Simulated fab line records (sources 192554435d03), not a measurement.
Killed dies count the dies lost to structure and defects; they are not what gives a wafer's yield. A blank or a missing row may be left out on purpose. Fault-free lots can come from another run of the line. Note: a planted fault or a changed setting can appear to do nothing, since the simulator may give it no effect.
Matching of chambers / flow n5 finfet / N5_HKMG_FIN_ALD_21 on ald metal-04: 4 sister chambers
The step deposits TiN, target thk 1.5 nm, pulse time 1 s, purge time 3 s. 20 wafers are shown with their chamber, then 10 later ones without.

== WAFERS WITH THEIR CHAMBER ==
wafer=L077.1; chamber=1; heater power w (W)=924; susceptor temp C (C)=400.21; precursor pulse height rel=0.993
wafer=L077.2; chamber=2; heater power w (W)=976; susceptor temp C (C)=400.31; precursor pulse height rel=1.025
wafer=L077.4; chamber=0; heater power w (W)=996; susceptor temp C (C)=399.66; precursor pulse height rel=1.012
wafer=L080.2; chamber=2; heater power w (W)=962; susceptor temp C (C)=399.88; precursor pulse height rel=0.997
wafer=L080.3; chamber=3; heater power w (W)=771; susceptor temp C (C)=400.16; precursor pulse height rel=1.031
wafer=L080.4; chamber=1; heater power w (W)=930; susceptor temp C (C)=400.00; precursor pulse height rel=1.050
wafer=L081.3; chamber=0; heater power w (W)=974; susceptor temp C (C)=400.02; precursor pulse height rel=0.984
wafer=L081.4; chamber=3; heater power w (W)=769; susceptor temp C (C)=399.91; precursor pulse height rel=0.991
wafer=L081.6; chamber=0; heater power w (W)=978; susceptor temp C (C)=400.04; precursor pulse height rel=0.986
wafer=L089.1; chamber=3; heater power w (W)=759; susceptor temp C (C)=399.83; precursor pulse height rel=0.980
wafer=L089.4; chamber=1; heater power w (W)=919; susceptor temp C (C)=399.93; precursor pulse height rel=1.013
wafer=L089.6; chamber=1; heater power w (W)=939; susceptor temp C (C)=400.03; precursor pulse height rel=0.981
wafer=L090.1; chamber=0; heater power w (W)=960; susceptor temp C (C)=400.22; precursor pulse height rel=1.021
wafer=L090.5; chamber=0; heater power w (W)=968; susceptor temp C (C)=400.00; precursor pulse height rel=1.001
wafer=L090.6; chamber=1; heater power w (W)=939; susceptor temp C (C)=399.83; precursor pulse height rel=0.992
wafer=L091.1; chamber=2; heater power w (W)=973; susceptor temp C (C)=399.83; precursor pulse height rel=0.967
wafer=L091.2; chamber=1; heater power w (W)=939; susceptor temp C (C)=399.67; precursor pulse height rel=0.957
wafer=L091.4; chamber=3; heater power w (W)=756; susceptor temp C (C)=399.97; precursor pulse height rel=0.976
wafer=L092.2; chamber=0; heater power w (W)=945; susceptor temp C (C)=400.11; precursor pulse height rel=0.981
wafer=L092.4; chamber=2; heater power w (W)=955; susceptor temp C (C)=400.20; precursor pulse height rel=0.975

SIGNATURES (averages over the wafers above)
reading=heater power w; chamber 0=970.17; chamber 1=931.67; chamber 2=966.50; chamber 3=763.75; scatter within a chamber=12
reading=susceptor temp C; chamber 0=400.0083; chamber 1=399.9450; chamber 2=400.0550; chamber 3=399.9675; scatter within a chamber=0.189
reading=precursor pulse height rel; chamber 0=0.99750; chamber 1=0.99767; chamber 2=0.99100; chamber 3=0.99450; scatter within a chamber=0.0253
Rule: a wafer's distance from a chamber is the root of the sum, over the readings, of the square of ((its reading less the chamber's mean) divided by the reading's scatter). If the next closest chamber is less than 2 further off than the closest, the wafer can't be placed; otherwise it belongs to the closest. The scatter is the square root of a quotient: the sum, over the shown wafers, of each reading's squared deviation from its chamber's mean, divided by wafers minus chambers.

== WAFERS WITHOUT THEIR CHAMBER ==
wafer=L092.5; heater power w (W)=953; susceptor temp C (C)=399.83; precursor pulse height rel=1.015
wafer=L093.2; heater power w (W)=983; susceptor temp C (C)=400.34; precursor pulse height rel=1.023
wafer=L093.4; heater power w (W)=928; susceptor temp C (C)=399.90; precursor pulse height rel=0.980
wafer=L093.6; heater power w (W)=740; susceptor temp C (C)=399.56; precursor pulse height rel=0.981
wafer=L095.1; heater power w (W)=961; susceptor temp C (C)=400.12; precursor pulse height rel=0.978
wafer=L095.3; heater power w (W)=948; susceptor temp C (C)=399.86; precursor pulse height rel=1.016
wafer=L095.6; heater power w (W)=754; susceptor temp C (C)=400.24; precursor pulse height rel=0.990
wafer=L097.1; heater power w (W)=922; susceptor temp C (C)=400.13; precursor pulse height rel=1.015
wafer=L097.3; heater power w (W)=966; susceptor temp C (C)=400.15; precursor pulse height rel=1.008
wafer=L097.6; heater power w (W)=771; susceptor temp C (C)=399.79; precursor pulse height rel=1.006

== CHAMBER TAKEN BY EACH ==
wafer=L092.5; from the rows above=can't be placed: 0 or 2 or 1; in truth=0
wafer=L093.2; from the rows above=can't be placed: 0 or 2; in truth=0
wafer=L093.4; from the rows above=1; in truth=1
wafer=L093.6; from the rows above=3; in truth=3
wafer=L095.1; from the rows above=can't be placed: 2 or 0 or 1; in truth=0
wafer=L095.3; from the rows above=can't be placed: 1 or 2 or 0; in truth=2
wafer=L095.6; from the rows above=3; in truth=3
wafer=L097.1; from the rows above=1; in truth=1
wafer=L097.3; from the rows above=can't be placed: 2 or 0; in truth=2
wafer=L097.6; from the rows above=3; in truth=3
Correct placement for 5 of the 10. Cannot be placed on the basis of these rows: 5; the candidates contain the true chamber in 5. Number placed wrongly: 0.
